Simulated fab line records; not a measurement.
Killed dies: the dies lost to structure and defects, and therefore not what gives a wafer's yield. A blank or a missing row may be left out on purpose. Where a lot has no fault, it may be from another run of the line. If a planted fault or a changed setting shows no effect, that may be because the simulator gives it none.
fab line records	flow n5Finfet
record: lots: 11	wafers: 33	lastDay: 17
route steps=1938 shown BEOL_M15@1819 MIM_BOT@1832
lots that met no fault: taken from a fault-free run of the same line
startH: hours from the record's first day to the start of the lot's first wafer shown	waitH: how many hours have passed since the lot's step before this one	" repeats the value in the row above	L1.1+2: one row covering several wafers at once	- no value, or no start was given	* or withheld: withheld	< > ~ a bound
route shown NAME@n: NAME is a module with steps in the file, n the number in the route of the first one	usual: average and standard deviation across the fault-free wafers	same: alike in all rows	chamber/n: place in a boat	sites: the reading at each site	_std_site: standard deviation of those values	_edge_site: the outer-site mean with the inner-site mean subtracted	radiusMm: for every site, how far away it sits from the centre of the wafer	mask NAME#n: copy n	behind: the most recent tool/chamber to have shaped the wafer	hold: reason for holding the lot/hours on hold/outcome of the hold	device: whichever transistor did not switch (one of n, p or np)	end of line: the route-end tests of the same wafers	a step given without rows: its recipe and nothing more	killed: count of dies lost to structure and defects at first sort (not the wafer's yield)	map: a wafer's dies, x killed, . not, _ none there
set.NAME: the setting that was run; set.NAME@STEP: the one run at that earlier step	model.NAME: the simulator's own value behind a step, which no gauge read
steps of the route over a sample of lots; a table a step, a row a wafer
services: a tool's chamber out of use, with start hour (startH, from the record's first day; less than 0 if before it), hours out, and reason
== steps ==
step: N5_BEOL_M15_SPUTTER_43
recipe: material: TaN	targetThkA: 150	tempC: 50	biasV: 168.6	powerW: 15000	chamberPressurePa: 0.12	timeS: 24.19
usual: throttleValvePct: 29.5/0.89
lot.wafer	tool	chamber	startH	waitH	throttleValvePct
L899.1	pvdSputter-03	-	247.68	0.0	29.7
L899.5	"	-	"	"	30.4
L899.6	"	-	"	"	29.3
L900.1	pvdSputter-03	-	260.33	0.0	29.5
L900.2	"	-	"	"	29.1
L900.4	"	-	"	"	30.4
L902.1	pvdSputter-03	-	264.57	0.0	28.8
L902.2	"	-	"	"	29.2
L902.6	"	-	"	"	29.1
L903.1	pvdSputter-03	-	267.01	0.0	30.2
L903.4	"	-	"	"	29.2
L903.6	"	-	"	"	29.0
L904.4	pvdSputter-01	-	275.21	0.0	31.6
L904.5	"	-	"	"	28.0
L904.6	"	-	"	"	31.2
L907.2	pvdSputter-01	-	301.80	0.0	27.7
L907.3	"	-	"	"	31.7
L907.6	"	-	"	"	31.9
L908.1	pvdSputter-03	-	302.88	0.0	29.6
L908.2	"	-	"	"	29.3
L908.6	"	-	"	"	29.3
L909.1	pvdSputter-02	-	302.91	0.0	29.5
L909.2	"	-	"	"	29.7
L909.4	"	-	"	"	29.2
L911.1	pvdSputter-01	-	333.05	0.0	28.8
L911.3	"	-	"	"	31.5
L911.4	"	-	"	"	31.3
L914.1	pvdSputter-01	-	349.63	0.0	29.1
L914.4	"	-	"	"	28.1
L914.6	"	-	"	"	31.7
L922.3	pvdSputter-03	-	395.64	0.0	28.9
L922.4	"	-	"	"	29.4
L922.6	"	-	"	"	29.4
step: N5_BEOL_M15_CMP_49
recipe: stopOn: SiO2	tOverpolishS: 4.9	downForcePsi: 2	platenRpm: 80	clearingPlatenDownForcePsi: 2	clearingPlatenRpm: 80	postCmpClean: cuAlkaline	targetThkNm: 850	clearingPlatenPadVelocityMS: 1.5917	padVelocityMS: 1.5917
usual: barrierFieldEndpointS: 11.39/0.25	motorCurrentA: 8.4/0.88
lot.wafer	tool	chamber	startH	waitH	barrierFieldEndpointS	motorCurrentA
L899.1	cmp-01	1	248.54	0.3	11.38	7.9
L899.6	"	0	"	"	11.26	9.5
L899.5	"	1	"	"	11.36	8.0
L900.1	cmp-01	3	261.20	0.3	11.79	7.7
L900.2	"	0	"	"	11.52	8.7
L900.4	"	2	"	"	11.69	10.7
L902.2	cmp-01	2	265.39	0.2	11.63	10.3
L902.1	"	3	"	"	11.15	7.6
L902.6	"	2	"	"	11.33	10.1
L903.1	cmp-01	2	268.47	0.6	11.56	10.5
L903.4	"	3	"	"	11.20	7.4
L903.6	"	1	"	"	11.20	7.9
L904.4	cmp-04	3	276.02	0.1	11.39	7.6
L904.5	"	3	"	"	11.38	7.3
L904.6	"	0	"	"	11.62	8.3
L907.3	cmp-04	0	302.68	0.2	11.05	7.9
L907.2	"	3	"	"	10.87	7.5
L907.6	"	0	"	"	11.05	7.8
L908.2	cmp-04	2	303.70	0.2	11.13	8.7
L908.1	"	1	"	"	11.27	8.7
L908.6	"	3	"	"	11.16	7.5
L909.2	cmp-02	3	303.73	0.2	11.36	8.6
L909.1	"	1	"	"	11.70	9.1
L909.4	"	2	"	"	11.49	7.4
L911.3	cmp-04	2	333.89	0.2	11.22	8.3
L911.1	"	3	"	"	11.00	7.8
L911.4	"	0	"	"	11.04	7.8
L914.4	cmp-04	3	351.14	0.2	10.56	7.3
L914.1	"	1	"	"	11.80	9.1
L914.6	"	3	"	"	11.47	7.3
L922.3	cmp-01	3	396.48	0.2	11.53	7.5
L922.4	"	1	"	"	11.91	7.6
L922.6	"	0	"	"	11.32	9.0
step: N5_BEOL_M15_DEP_53
recipe: material: SiCN	targetThkA: 500	tempC: withheld	precursor: 3MS/NH3	pressureTorr: 3	rfW: 675	timeS: 17.8
usual: rfFwdPowerW: 667.6/2.5	showerheadPlenumPTorr: 4.168/0.023	throttleValvePct: 18.1/0.9
lot.wafer	tool	chamber	startH	waitH	rfFwdPowerW	showerheadPlenumPTorr	throttleValvePct
L899.1	pecvd-04	2	248.86	0.0	666.9	4.180	18.3
L899.5	"	0	"	"	670.1	4.167	18.5
L899.6	"	2	"	"	669.7	4.194	18.5
L900.1	pecvd-02	1	261.56	0.0	668.6	4.138	17.7
L900.2	"	2	"	"	664.1	4.170	16.9
L900.4	"	0	"	"	667.4	4.194	18.4
L902.1	pecvd-02	2	265.74	0.0	668.1	4.158	16.7
L902.2	"	1	"	"	668.5	4.150	17.4
L902.6	"	1	"	"	668.3	4.148	17.2
L903.1	pecvd-01	2	268.75	0.0	664.9	4.192	17.0
L903.4	"	1	"	"	667.6	4.162	18.0
L903.6	"	2	"	"	662.0	4.217	16.8
L904.4	pecvd-02	1	276.41	0.0	664.7	4.154	17.7
L904.5	"	2	"	"	667.8	4.165	16.5
L904.6	"	1	"	"	670.8	4.152	17.3
L907.2	pecvd-01	1	303.04	0.0	668.0	4.177	17.7
L907.3	"	2	"	"	668.6	4.186	16.8
L907.6	"	2	"	"	665.0	4.200	16.6
L908.1	pecvd-01	1	304.06	0.0	667.1	4.186	17.9
L908.2	"	0	"	"	664.8	4.158	19.1
L908.6	"	0	"	"	666.5	4.143	19.2
L909.1	pecvd-02	1	304.09	0.0	669.0	4.155	17.5
L909.2	"	2	"	"	666.2	4.154	16.8
L909.4	"	1	"	"	669.0	4.144	17.3
L911.1	pecvd-04	0	334.24	0.0	668.7	4.168	18.3
L911.3	"	2	"	"	668.4	4.171	18.3
L911.4	"	0	"	"	669.0	4.170	18.3
L914.1	pecvd-04	0	351.46	0.0	666.1	4.182	18.6
L914.4	"	2	"	"	669.9	4.190	18.3
L914.6	"	0	"	"	666.0	4.167	18.7
L922.3	pecvd-04	2	396.86	0.0	665.9	4.192	18.4
L922.4	"	0	"	"	666.1	4.163	18.4
L922.6	"	0	"	"	669.8	4.173	18.3
step: N5_MIM_BOT_DEGAS_01
recipe: ambient: vacuum	tempC: 300	timeS: 60
usual: heaterPowerW: 439/24
lot.wafer	tool	chamber	startH	waitH	heaterPowerW
L899.1	pvdSputter-03	-	254.19	3.1	490
L899.5	"	-	"	"	431
L899.6	"	-	"	"	423
L900.1	pvdSputter-02	-	263.07	0.4	391
L900.2	"	-	"	"	413
L900.4	"	-	"	"	473
L902.1	pvdSputter-02	-	267.45	0.6	389
L902.2	"	-	"	"	458
L902.6	"	-	"	"	464
L903.1	pvdSputter-02	-	269.88	0.0	470
L903.4	"	-	"	"	451
L903.6	"	-	"	"	445
L904.4	pvdSputter-01	-	278.05	0.5	448
L904.5	"	-	"	"	427
L904.6	"	-	"	"	453
L907.2	pvdSputter-03	-	305.42	1.3	488
L907.3	"	-	"	"	426
L907.6	"	-	"	"	438
L908.1	pvdSputter-03	-	305.70	0.5	479
L908.2	"	-	"	"	442
L908.6	"	-	"	"	428
L909.1	pvdSputter-03	-	306.34	0.4	445
L909.2	"	-	"	"	444
L909.4	"	-	"	"	429
L911.1	pvdSputter-02	-	335.90	0.6	413
L911.3	"	-	"	"	392
L911.4	"	-	"	"	467
L914.1	pvdSputter-03	-	353.41	0.8	472
L914.4	"	-	"	"	421
L914.6	"	-	"	"	430
L922.3	pvdSputter-02	-	398.46	0.5	473
L922.4	"	-	"	"	384
L922.6	"	-	"	"	397
step: N5_MIM_BOT_SPUTTER_00
recipe: material: TiN	targetThkA: 350	tempC: 200	powerW: 3000	chamberPressurePa: 0.49996	gas: Ar	reactivePartialPa: 0.37997	timeS: 89.7
usual: throttleValvePct: 29.5/0.67
lot.wafer	tool	chamber	startH	waitH	throttleValvePct
L899.1	pvdSputter-03	-	254.23	0.0	29.2
L899.5	"	-	"	"	29.7
L899.6	"	-	"	"	29.1
L900.1	pvdSputter-02	-	263.11	0.0	29.7
L900.2	"	-	"	"	29.0
L900.4	"	-	"	"	29.7
L902.1	pvdSputter-02	-	267.49	0.0	29.7
L902.2	"	-	"	"	29.8
L902.6	"	-	"	"	29.3
L903.1	pvdSputter-02	-	269.92	0.0	29.2
L903.4	"	-	"	"	29.7
L903.6	"	-	"	"	29.7
L904.4	pvdSputter-01	-	278.09	0.0	29.4
L904.5	"	-	"	"	28.0
L904.6	"	-	"	"	31.7
L907.2	pvdSputter-03	-	305.46	0.0	28.8
L907.3	"	-	"	"	29.1
L907.6	"	-	"	"	29.2
L908.1	pvdSputter-03	-	305.74	0.0	29.3
L908.2	"	-	"	"	29.3
L908.6	"	-	"	"	29.0
L909.1	pvdSputter-03	-	306.38	0.0	29.5
L909.2	"	-	"	"	30.1
L909.4	"	-	"	"	29.4
L911.1	pvdSputter-02	-	335.94	0.0	29.0
L911.3	"	-	"	"	29.5
L911.4	"	-	"	"	29.5
L914.1	pvdSputter-03	-	353.45	0.0	29.1
L914.4	"	-	"	"	30.1
L914.6	"	-	"	"	29.4
L922.3	pvdSputter-02	-	398.50	0.0	29.1
L922.4	"	-	"	"	29.8
L922.6	"	-	"	"	29.7
== services ==
tool	chamber	startH	hours	kind
cmp-01	-	229.66	4.0	pm
cmp-01	-	233.66	-	consumableReplace:conditioner
cmp-01	-	233.66	-	consumableReplace:pad
cmp-04	-	243.72	28.0	repair
cmp-02	-	264.82	10.7	pm
pecvd-02	0	274.56	2.1	scheduledDown
pecvd-04	1	284.82	5.5	scheduledDown
cmp-01	-	300.61	0.5	repair
cmp-02	-	308.38	3.8	repair
cmp-02	-	328.15	4.0	pm
pecvd-01	-	335.32	46.5	repair
cmp-04	-	340.01	0.6	repair
pecvd-02	-	355.41	0.6	repair
pvdSputter-01	-	363.13	9.5	repair
cmp-01	-	364.32	22.6	repair
pecvd-02	-	365.01	4.3	pm
pvdSputter-02	-	369.14	3.4	repair
pecvd-04	1	383.62	-	clean
pecvd-04	1	383.62	-	consumableReplace:showerhead
pecvd-04	1	383.62	29.0	scheduledDown
pecvd-04	1	383.62	29.0	ventCycle
cmp-02	-	385.79	1.3	repair
cmp-01	-	387.18	6.0	pm
cmp-04	-	393.25	3.5	pm
== key ==
firstSign: step: N5_BEOL_M15_CMP_49	reading: barrierFieldEndpointS	direction: down	sigmas: 3.3	usual: 11.39	struck: 10.56
effect none on later readings
metAt N5_BEOL_M15_SPUTTER_43
struckLots L914
struckWafers L914.4
notActingAt N5_BEOL_M15_DEP_53,N5_MIM_BOT_DEGAS_01,N5_MIM_BOT_SPUTTER_00
onsetBetween 333.05 349.63
fault: kind: processParameterDrift	tool: pvdSputter-01	chamber: -	onsetH: 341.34	steps: N5_BEOL_M15_SPUTTER_43	channel: timeS	offset: *	shape: step	endH: 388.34	scope: struckWafersOnly	actsIn: *	stated: *
